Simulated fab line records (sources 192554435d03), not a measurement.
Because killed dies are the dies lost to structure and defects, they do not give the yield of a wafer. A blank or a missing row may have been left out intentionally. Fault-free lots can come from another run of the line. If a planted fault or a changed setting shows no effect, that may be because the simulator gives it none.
Split-lot experiment + flow n5 finfet + 7 lots, 21 wafers read, on a route of 1938 steps

## THE SPLIT ITSELF
At N5_FIN_CUT_COAT_19 (time 60 s, resist thk 20 nm), the setting spin rpm was moved away from the recipe's 1500 rpm on 7 of the 21 wafers read, by -8.7% to +10.6%. The other wafers ran this setting at the recipe's value.

## FROM THE SPLIT TO THE READING: what the file shows between them, 6 steps
- N5_FIN_CUT_EXPOSE_05: exposes mask FIN CUT (also split here: dose mj)
- N5_FIN_CUT_PEB_06: peb time 60 s
- N5_FIN_CUT_DEVELOP_07: develop time 30 s
- N5_FIN_CUT_DESCUM_13: chemistry O2, time 7 s
- N5_FIN_CUT_ETCH_30: etches underlayer in N2/H2, target depth 13 nm, time 10.4 s
- N5_FIN_CUT_ETCH_20: etches SiARC in CF4, target depth 26 nm, time 43.3 s

## THE READING
SiARC_of_FIN_CUT_COAT_19.thk nm (the simulator's own value, which no gauge read), in nm, at N5_FIN_CUT_ETCH_21 (etches SOC in N2/H2, target depth 219 nm, overetch 43.8 nm, time 523.5 s). The file does not state a usual value for it. The 14 wafers here that ran the recipe average 12.0 nm, standard deviation 0.22 nm.

| wafer  | tool, chamber at the split | spin rpm as run, rpm | against the recipe | SiARC_of_FIN_CUT_COAT_19.thk nm, nm | against lot-mates on the recipe |
|--------|----------------------------|----------------------|--------------------|-------------------------------------|---------------------------------|
| L079.1 | litho track-02, 0          | 1500                 | recipe             | 11.6                                | -                               |
| L079.4 | litho track-02, 0          | 1500                 | recipe             | 11.8                                | -                               |
| L079.5 | litho track-02, 0          | 1600                 | +6.7%              | 11.2                                | -0.5                            |
| L081.2 | litho track-03, 0          | 1500                 | recipe             | 12                                  | -                               |
| L081.6 | litho track-03, 0          | 1500                 | recipe             | 12                                  | -                               |
| L081.3 | litho track-03, 0          | 1659                 | +10.6%             | 11.2                                | -0.8                            |
| L083.1 | litho track-05, 0          | 1370                 | -8.7%              | 13                                  | +1.0                            |
| L083.3 | litho track-05, 0          | 1370                 | -8.7%              | 12.8                                | +0.8                            |
| L083.5 | litho track-05, 0          | 1500                 | recipe             | 12                                  | -                               |
| L086.3 | litho track-05, 0          | 1500                 | recipe             | 12.2                                | -                               |
| L086.5 | litho track-05, 0          | 1402                 | -6.5%              | 12.8                                | +0.7                            |
| L086.6 | litho track-05, 0          | 1500                 | recipe             | 12                                  | -                               |
| L090.1 | litho track-02, 0          | 1500                 | recipe             | 12                                  | -                               |
| L090.5 | litho track-02, 0          | 1395                 | -7.0%              | 12.8                                | +0.7                            |
| L090.6 | litho track-02, 0          | 1500                 | recipe             | 12.2                                | -                               |
| L091.1 | litho track-03, 0          | 1500                 | recipe             | 12.2                                | -                               |
| L091.2 | litho track-03, 0          | 1500                 | recipe             | 12                                  | -                               |
| L091.5 | litho track-03, 0          | 1422                 | -5.2%              | 12.6                                | +0.5                            |
| L092.4 | litho track-03, 0          | 1500                 | recipe             | 12                                  | -                               |
| L092.5 | litho track-03, 0          | 1500                 | recipe             | 12                                  | -                               |
| L092.6 | litho track-03, 0          | 1500                 | recipe             | 11.4                                | -                               |

FIT RESULTS
A straight line over all 21 wafers: SiARC_of_FIN_CUT_COAT_19.thk nm changes by -0.102 nm for each +1% of spin rpm; r = -0.92; the points scatter about the line by 0.21 nm.
The same after taking each lot's own level away (the mean of its wafers on the recipe; 21 wafers): -0.0913 nm for each +1%; r = -0.95; scatter 0.14 nm.
On that fit, the largest move of spin rpm shifts the reading by 0.97 nm.
The lots' own levels span 11.70 to 12.10 nm, that is 1.9 times the standard deviation above.
Hence the slope depends on the lot-to-lot level, as the two fits are not the same.
Check: for one of the wafers moved furthest among these (+10.6%), held out of the fit, the line's prediction against its lot-mates is -1.02 nm. It came out at -0.8 nm against them.

## ADDITIONAL SPLITS CARRIED BY THESE WAFERS
Note: prior to the reading, these wafers also went through further splits. Each is held against what the fit with the lots' levels taken away leaves over:
| other split on the same wafers        | wafers away from the commonest value | r with SiARC_of_FIN_CUT_COAT_19.thk nm (lot level and that fit taken away) |
|---------------------------------------|--------------------------------------|----------------------------------------------------------------------------|
| N5_ZERO_LAYER_PECVD_02 time s         | 2                                    | +0.18                                                                      |
| N5_ZERO_LAYER_COAT_05 spin rpm        | 6                                    | +0.00                                                                      |
| N5_ZERO_LAYER_EXPOSE_08 dose mj       | 10                                   | -0.17                                                                      |
| N5_WELL_APT_COAT_02 spin rpm          | 8                                    | +0.18                                                                      |
| N5_FIN_SAQP_SPACER1_ALD_24 ald cycles | 5                                    | +0.19                                                                      |
| N5_FIN_CUT_EXPOSE_05 dose mj          | 4                                    | +0.00                                                                      |

## THE WHOLE CHAIN: every reading that the file lists as answering this split, in the file's order
| step               | what it does                                                             | reading                                                                          | change (the file's fit)                | r (the file's) |
|--------------------|--------------------------------------------------------------------------|----------------------------------------------------------------------------------|----------------------------------------|----------------|
| N5_FIN_CUT_COAT_19 | time 60 s, resist thk 20 nm                                              | SiARC_of_FIN_CUT_COAT_19.thk nm (the simulator's own value, which no gauge read) | -0.106 nm for each +1% of the setting  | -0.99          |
| N5_FIN_CUT_ETCH_20 | etches SiARC in CF4, target depth 26 nm, time 43.3 s                     | etch.depth nm (the simulator's own value, which no gauge read)                   | -0.101 nm for each +1% of the setting  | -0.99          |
| N5_FIN_CUT_ETCH_21 | etches SOC in N2/H2, target depth 219 nm, overetch 43.8 nm, time 523.5 s | SiARC_of_FIN_CUT_COAT_19.thk nm (the simulator's own value, which no gauge read) | -0.0904 nm for each +1% of the setting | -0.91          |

## FILE'S OWN FIT
SiARC_of_FIN_CUT_COAT_19.thk nm changes by -0.0904 nm for each +1% of spin rpm, r = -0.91.
